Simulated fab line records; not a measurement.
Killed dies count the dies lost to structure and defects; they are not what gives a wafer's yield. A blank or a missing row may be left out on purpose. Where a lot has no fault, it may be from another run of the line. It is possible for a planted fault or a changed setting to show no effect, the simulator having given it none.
Chamber matching :: flow nand-harc :: rie-diel-02 running NHARC_A_CONTACT_ETCH_75: 4 sister chambers
The step etches the open film in CF4, target depth 39 nm, time 65 s. 4 wafers are shown with their chamber, then 10 later ones without.

== WAFERS WITH THEIR CHAMBER ==
wafer: L644.2
chamber: 3
drypump-motor-current-A (A): 6.0

wafer: L648.3
chamber: 2
drypump-motor-current-A (A): 5.8

wafer: L651.1
chamber: 0
drypump-motor-current-A (A): 5.2

wafer: L651.3
chamber: 1
drypump-motor-current-A (A): 5.3

== WAFERS MISSING THEIR CHAMBER ==
wafer: L651.6
drypump-motor-current-A (A): 6.1

wafer: L653.1
drypump-motor-current-A (A): 6.1

wafer: L653.3
drypump-motor-current-A (A): 5.2

wafer: L653.4
drypump-motor-current-A (A): 5.8

wafer: L656.2
drypump-motor-current-A (A): 5.3

wafer: L656.4
drypump-motor-current-A (A): 5.8

wafer: L656.5
drypump-motor-current-A (A): 5.2

wafer: L662.2
drypump-motor-current-A (A): 5.2

wafer: L662.4
drypump-motor-current-A (A): 5.3

wafer: L662.6
drypump-motor-current-A (A): 5.8

== WHICH CHAMBER EACH ONE RAN IN ==
wafer: L651.6
from the rows above: 3
in truth: 3

wafer: L653.1
from the rows above: 3
in truth: 3

wafer: L653.3
from the rows above: 0
in truth: 0

wafer: L653.4
from the rows above: 2
in truth: 2

wafer: L656.2
from the rows above: 1
in truth: 1

wafer: L656.4
from the rows above: 2
in truth: 2

wafer: L656.5
from the rows above: 0
in truth: 0

wafer: L662.2
from the rows above: 0
in truth: 0

wafer: L662.4
from the rows above: 1
in truth: 1

wafer: L662.6
from the rows above: 2
in truth: 2
10 of 10 placed correctly. From these rows, 0 cannot be placed. 0 placed wrongly.
How it was worked out, from the rows above alone: a wafer's distance from a chamber is the root of the sum, over the readings, of the square of ((its reading less the chamber's mean) divided by the reading's scatter). The wafer belongs to the nearest chamber; if the next one is less than 2 further off, it can't be placed. Each chamber's mean is taken over the wafers shown for it. The scatter (one wafer shown for each chamber): square how far every hidden wafer sits from the nearest shown wafer, average those squares and take the square root.
